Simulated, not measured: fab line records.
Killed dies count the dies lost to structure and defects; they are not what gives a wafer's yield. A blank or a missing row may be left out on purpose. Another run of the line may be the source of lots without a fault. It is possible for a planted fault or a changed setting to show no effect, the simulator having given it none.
fab line records	flow nand_harc
[record] lots = 14	wafers = 42	last_day = 24
route steps=1159 shown A_ONON_D1@436 A_BONDPAD@1087 THIN_TSV@1120 END@1159
lots with no fault: from the same line, run without faults
start_h: start of the lot's first displayed wafer, in hours after the record's first day	wait_h: hours from the lot's prior step to this one	" as in the row above	L1.1+2: one row covering several wafers at once	- no value, or no start was given	* or withheld: withheld	< > ~ a bound
route shown NAME@n: names a module that has steps shown in the file, with the first one's number in the route	usual: mean/standard deviation of fault-free wafers	same: alike in all rows	chamber/n: place in a boat	sites: readings site by site	_std_site: how widely they spread, as a standard deviation	_edge_site: outer sites' mean less inner sites'	radius_mm: how far each site lies from the wafer's centre	mask NAME#n: copy n	behind: the most recent tool/chamber to have shaped the wafer	hold: the reason the lot was held/the length of the hold in hours/how it ended	device: names the non-switching transistor (n, p or np)	end of line: at the end of the route, the tests of the same wafers	a step without rows: its recipe alone	killed: at the first sort, the dies lost to defects and structure; wafer yield is something else	map: dies across one wafer; x = killed, . = not, _ = none there
set.NAME: the setting that was run; set.NAME@STEP: the one run at that earlier step	model.NAME: the simulator's own value behind a step, which no gauge read
the route's steps for a sample of lots (tables are steps, rows are wafers)
services: a tool's chamber out of use, with start hour (start_h, from the record's first day; less than 0 if before it), hours out, and reason
[[steps]]
[step NHARC_A_ONON_D1_DEP_16]
[recipe] target_thk_a = 10000	n2_flow_sccm = 2750	n2o_flow_sccm = 2000	nh3_flow_sccm = 500	sih4_flow_sccm = 210	temp_c = 400
[usual] n2_flow_sccm = 2751/7.7
lot.wafer	tool	chamber	start_h	wait_h	n2_flow_sccm
L439.1	pecvd_onon-02	0	170.74	0.1	2752
L439.4	"	0	"	"	2762
L439.6	"	0	"	"	2755
L441.4	pecvd_onon-02	0	183.42	0.2	2753
L441.5	"	0	"	"	2756
L441.6	"	0	"	"	2765
L442.2	pecvd_onon-04	0	186.26	0.1	2756
L442.4	"	0	"	"	2752
L442.6	"	0	"	"	2743
L440.1	pecvd_onon-02	0	189.61	0.1	2765
L440.4	"	0	"	"	2750
L440.6	"	0	"	"	2746
L448.1	pecvd_onon-02	0	228.73	0.1	2756
L448.4	"	0	"	"	2759
L448.5	"	0	"	"	2754
L451.2	pecvd_onon-02	0	243.81	0.1	2755
L451.5	"	0	"	"	2743
L451.6	"	0	"	"	2752
L450.2	pecvd_onon-03	0	243.83	0.1	2746
L450.5	"	0	"	"	2730
L450.6	"	0	"	"	2746
L453.1	pecvd_onon-03	0	266.11	0.1	2754
L453.4	"	0	"	"	2744
L453.5	"	0	"	"	2745
L454.1	pecvd_onon-04	0	266.12	0.1	2757
L454.2	"	0	"	"	2747
L454.5	"	0	"	"	2751
L455.3	pecvd_onon-03	0	273.93	0.2	2745
L455.4	"	0	"	"	2756
L455.5	"	0	"	"	2755
L456.3	pecvd_onon-04	0	273.93	0.2	2760
L456.4	"	0	"	"	2745
L456.6	"	0	"	"	2759
L458.2	pecvd_onon-04	0	288.63	0.1	2740
L458.3	"	0	"	"	2758
L458.4	"	0	"	"	2746
L460.3	pecvd_onon-03	0	296.62	0.2	2756
L460.4	"	0	"	"	2754
L460.5	"	0	"	"	2743
L461.3	pecvd_onon-02	0	305.93	0.2	2738
L461.5	"	0	"	"	2748
L461.6	"	0	"	"	2741
[step NHARC_A_BONDPAD_ANNEAL_28]
[recipe] temp_c = 225	time_s = 90
[usual] wafer_temp_C_max = 226.2/0.44
lot.wafer	tool	chamber	start_h	wait_h	wafer_temp_C_max
L441.4	rtp_anneal-02	0	416.06	0.4	226.1
L441.5	"	0	"	"	226.5
L441.6	"	0	"	"	226.7
L439.1	rtp_anneal-02	0	423.22	-	227.4
L439.4	"	0	"	"	226.6
L439.6	"	0	"	"	226.3
L440.1	rtp_anneal-01	0	425.28	-	225.8
L440.4	"	0	"	"	226.0
L440.6	"	0	"	"	225.9
L442.2	rtp_anneal-02	0	425.85	0.4	226.5
L442.4	"	0	"	"	226.5
L442.6	"	0	"	"	226.6
L448.1	rtp_anneal-02	0	466.47	0.3	226.5
L448.4	"	0	"	"	226.5
L448.5	"	0	"	"	226.9
L451.2	rtp_anneal-02	0	475.75	0.5	227.0
L451.5	"	0	"	"	226.3
L451.6	"	0	"	"	227.1
L450.2	rtp_anneal-01	0	480.75	0.4	225.5
L450.5	"	0	"	"	225.6
L450.6	"	0	"	"	225.6
L454.1	rtp_anneal-01	0	496.25	-	226.0
L454.2	"	0	"	"	225.8
L454.5	"	0	"	"	225.8
L453.1	rtp_anneal-02	0	499.85	0.7	226.4
L453.4	"	0	"	"	226.3
L453.5	"	0	"	"	226.4
L455.3	rtp_anneal-02	0	510.88	-	226.8
L455.4	"	0	"	"	227.3
L455.5	"	0	"	"	226.5
L456.3	rtp_anneal-01	0	518.27	0.3	226.0
L456.4	"	0	"	"	226.1
L456.6	"	0	"	"	225.7
L458.2	rtp_anneal-02	0	533.91	-	226.7
L458.3	"	0	"	"	226.3
L458.4	"	0	"	"	226.3
L460.3	rtp_anneal-01	0	534.56	0.3	225.9
L460.4	"	0	"	"	225.5
L460.5	"	0	"	"	225.9
L461.3	rtp_anneal-01	0	539.98	-	226.1
L461.5	"	0	"	"	226.0
L461.6	"	0	"	"	225.9
[step NHARC_THIN_TSV_ETCH_15]
[recipe] target_depth_a = 30000	bosch_target_overetch_cycles = 2	bosch_etch_step_s = 2.8	bosch_dep_step_s = 1.2	bosch_cycles = 14
[usual] drypump_motor_current_A = 5.8/0.44
lot.wafer	tool	chamber	start_h	wait_h	drypump_motor_current_A	rf_hours_counter_h
L441.4	rie_si-01	3	437.77	-	6.0	1.0
L441.5	"	1	"	"	6.4	-
L441.6	"	2	"	"	5.6	-
L439.4	rie_si-04	1	441.95	-	5.5	1.4
L439.1	"	0	"	"	5.2	1.4
L439.6	"	1	"	"	5.6	-
L442.2	rie_si-01	1	443.05	-	6.4	1.3
L442.4	"	2	"	"	5.6	1.3
L442.6	"	1	"	"	6.4	-
L440.1	rie_si-05	0	444.38	-	5.7	0.2
L440.4	"	1	"	"	5.4	0.2
L440.6	"	3	"	"	6.2	-
L448.4	rie_si-05	1	482.00	-	5.4	0.7
L448.1	"	3	"	"	6.2	0.6
L448.5	"	1	"	"	5.4	-
L451.2	rie_si-05	1	490.08	-	5.4	0.8
L451.6	"	2	"	"	6.0	-
L451.5	"	3	"	"	6.2	-
L450.2	rie_si-04	0	496.00	-	5.2	0.3
L450.5	"	2	"	"	6.1	-
L450.6	"	3	"	"	6.1	-
L454.1	rie_si-01	3	511.80	-	6.0	0.2
L454.2	"	1	"	"	6.4	0.1
L454.5	"	2	"	"	5.6	-
L453.4	rie_si-04	3	512.96	-	6.1	0.5
L453.1	"	1	"	"	5.5	0.4
L453.5	"	3	"	"	6.1	-
L455.3	rie_si-01	0	523.61	-	4.7	0.2
L455.4	"	1	"	"	6.4	0.2
L455.5	"	0	"	"	4.7	-
L456.3	rie_si-05	2	532.79	-	6.0	1.0
L456.4	"	1	"	"	5.4	1.2
L456.6	"	3	"	"	6.2	-
L460.4	rie_si-01	2	548.18	-	5.5	0.5
L460.3	"	3	"	"	6.0	0.4
L460.5	"	0	"	"	4.7	-
L458.3	rie_si-04	2	549.24	-	6.1	0.6
L458.4	"	0	"	"	5.2	0.6
L458.2	"	1	"	"	5.6	0.6
L461.3	rie_si-04	0	554.18	-	5.2	0.7
L461.6	"	2	"	"	6.1	-
L461.5	"	3	"	"	6.1	-
[step NHARC_THIN_TSV_DEGAS_53]
[recipe] temp_c = 300	time_s = 60
[usual] heater_power_w = 453/41
lot.wafer	tool	chamber	start_h	wait_h	heater_power_w
L441.4	pvd_sputter-03	-	441.73	0.1	459
L441.5	"	-	"	"	408
L441.6	"	-	"	"	451
L439.4	pvd_sputter-03	-	446.18	0.1	422
L439.1	"	-	"	"	454
L439.6	"	-	"	"	413
L442.2	pvd_sputter-01	-	447.19	0.1	506
L442.4	"	-	"	"	474
L442.6	"	-	"	"	382
L440.1	pvd_sputter-03	-	448.37	0.1	462
L440.4	"	-	"	"	474
L440.6	"	-	"	"	412
L448.1	pvd_sputter-01	-	485.98	0.1	365
L448.4	"	-	"	"	461
L448.5	"	-	"	"	388
L451.2	pvd_sputter-02	-	494.22	0.1	401
L451.5	"	-	"	"	407
L451.6	"	-	"	"	485
L450.2	pvd_sputter-03	-	500.47	0.1	477
L450.5	"	-	"	"	434
L450.6	"	-	"	"	481
L454.1	pvd_sputter-03	-	516.19	0.1	468
L454.2	"	-	"	"	435
L454.5	"	-	"	"	480
L453.4	pvd_sputter-03	-	517.44	0.1	496
L453.1	"	-	"	"	434
L453.5	"	-	"	"	478
L455.3	pvd_sputter-01	-	527.56	0.1	488
L455.4	"	-	"	"	388
L455.5	"	-	"	"	440
L456.3	pvd_sputter-02	-	536.81	0.1	470
L456.4	"	-	"	"	413
L456.6	"	-	"	"	487
L460.3	pvd_sputter-02	-	552.11	0.1	414
L460.4	"	-	"	"	521
L460.5	"	-	"	"	424
L458.2	pvd_sputter-01	-	553.20	0.1	490
L458.4	"	-	"	"	505
L458.3	"	-	"	"	391
L461.3	pvd_sputter-03	-	558.21	0.1	440
L461.6	"	-	"	"	428
L461.5	"	-	"	"	472
[step NHARC_END_SORT_01]
[recipe] temp_c = 25
[usual] killed_at_array = 26/11	killed_at_other = 0.6/1	killed_at_periphery = 3.1/2.1	killed_dies = 30/11	killed_open = 3.4/1.8	killed_short = 2.1/1.5
[same] gross_dies = 677
lot.wafer	tool	chamber	start_h	wait_h	killed_at_array	killed_at_other	killed_at_periphery	killed_dies	killed_open	killed_short
L448.1	prober-02	0	502.39	2.5	109	0	1	110	4	2
L448.4	prober-02	0	504.76	3.4	117	0	7	124	5	4
L448.5	prober-02	0	505.55	3.7	112	0	0	112	2	0
L451.2	prober-01	0	510.87	2.8	111	0	1	112	3	0
L451.5	prober-01	0	513.28	3.7	121	0	2	123	2	3
L451.6	prober-01	0	514.09	4.0	130	0	0	130	3	3
// killed by level:class
L448.1 A_ONON_D1:unspecified=91 A_CHANNEL_HOLE_D1:chamber_film_flake=12 P_CONTACT:geometric_particle:short=1 A_SOURCE_PLATE:geometric_particle:open=1 A_CHANNEL_FILL_D1:geometric_particle:open=1 A_CHANNEL_FILL_D1:geometric_particle:short=1 A_CONTACT:geometric_particle:open=1 A_BLC:geometric_particle:open=1
L448.4 A_ONON_D1:unspecified=97 A_CHANNEL_HOLE_D1:chamber_film_flake=9 P_ZERO_WELL:chamber_film_flake=4 A_CHANNEL_FILL_D1:chamber_film_flake=3 A_CONTACT:geometric_particle:open=2 P_CONTACT:geometric_particle:open=1 P_M2:geometric_particle:open=1 A_SOURCE_PLATE:geometric_particle:short=1
L448.5 A_ONON_D1:unspecified=92 A_CHANNEL_HOLE_D1:chamber_film_flake=15 A_M0:geometric_particle:open=2 A_CONTACT:chamber_film_flake=2 A_WL_FILL:chamber_film_flake=1
L451.2 A_ONON_D1:unspecified=91 A_CHANNEL_HOLE_D1:chamber_film_flake=11 A_ZERO_WELL:chamber_film_flake=2 A_M1:chamber_film_flake=2 P_M0:geometric_particle:open=1 A_WL_FILL:geometric_particle:open=1 A_CONTACT:geometric_particle:open=1 A_CHANNEL_FILL_D1:chamber_film_flake=1
L451.5 A_ONON_D1:unspecified=87 A_CHANNEL_HOLE_D1:chamber_film_flake=19 A_ZERO_WELL:chamber_film_flake=4 A_CHANNEL_FILL_D1:chamber_film_flake=3 A_M1:chamber_film_flake=3 A_SLIT:chamber_film_flake=2 P_CONTACT:geometric_particle:short=1 P_M0:geometric_particle:open=1
L451.6 A_ONON_D1:unspecified=92 A_SLIT:chamber_film_flake=11 A_CHANNEL_HOLE_D1:chamber_film_flake=10 A_M1:chamber_film_flake=6 A_ZERO_WELL:chamber_film_flake=3 A_WL_FILL:geometric_particle:short=2 A_ONON_D1:geometric_particle:open=1 A_CHANNEL_HOLE_D1:geometric_particle:short=1
[[services]]
tool	chamber	start_h	hours	kind
pecvd_onon-03	-	153.12	13.0	pm
pvd_sputter-01	-	158.02	10.0	pm
rie_si-04	2	176.11	4.0	repair
pvd_sputter-03	-	205.34	8.3	repair
pecvd_onon-04	-	237.00	13.0	pm
rie_si-01	3	249.81	5.5	repair
rie_si-01	1	253.33	2.9	repair
rie_si-04	-	266.55	0.4	repair
rie_si-04	-	276.00	9.0	pm
pvd_sputter-03	-	280.00	10.0	pm
pecvd_onon-02	-	292.09	13.0	pm
rtp_anneal-02	-	300.00	12.0	pm
rie_si-01	-	304.00	9.0	pm
rie_si-04	1	318.20	3.7	repair
rie_si-01	1	326.27	10.0	repair
pvd_sputter-03	-	416.85	4.1	repair
rie_si-01	2	423.96	2.8	repair
rie_si-04	-	453.00	9.0	pm
pvd_sputter-03	-	458.00	10.0	pm
pvd_sputter-03	-	470.61	2.0	repair
pecvd_onon-02	-	473.09	13.0	pm
rie_si-01	-	478.92	0.5	repair
rie_si-01	-	481.00	9.0	pm
rie_si-04	2	531.60	12.3	repair
[[key]]
[first_sign] step = NHARC_END_SORT_01	reading = killed_at_array	direction = up	sigmas = 8.2	usual = 26	struck = 117
[effect] step = NHARC_END_SORT_01	reading = killed_dies	direction = up	sigmas = 8.1	usual = 30	struck = 118
[more_kills_born_at] NHARC_A_ONON_D1_DEP_16@pecvd_onon-02 = 550
met_at NHARC_A_ONON_D1_DEP_16
struck_lots L448,L451
tester_left_out L448,L451
not_acting_at NHARC_A_BONDPAD_ANNEAL_28,NHARC_THIN_TSV_ETCH_15,NHARC_THIN_TSV_DEGAS_53
onset_between 189.61 228.73
[fault] kind = chamber_particle_source	tool = pecvd_onon-02	chamber = -	onset_h = 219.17	steps = NHARC_A_ONON_D1_DEP_16	rate_per_visit_cm2 = 1.0901	end_h = 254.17
// tester_left_out: of these lots the tester's yield and bins aren't shown, on N5 and GAA mostly nor the transistor test; their killed dies are dies lost to structure and defects alone, not to doping, threshold or leakage, so they don't give the yield
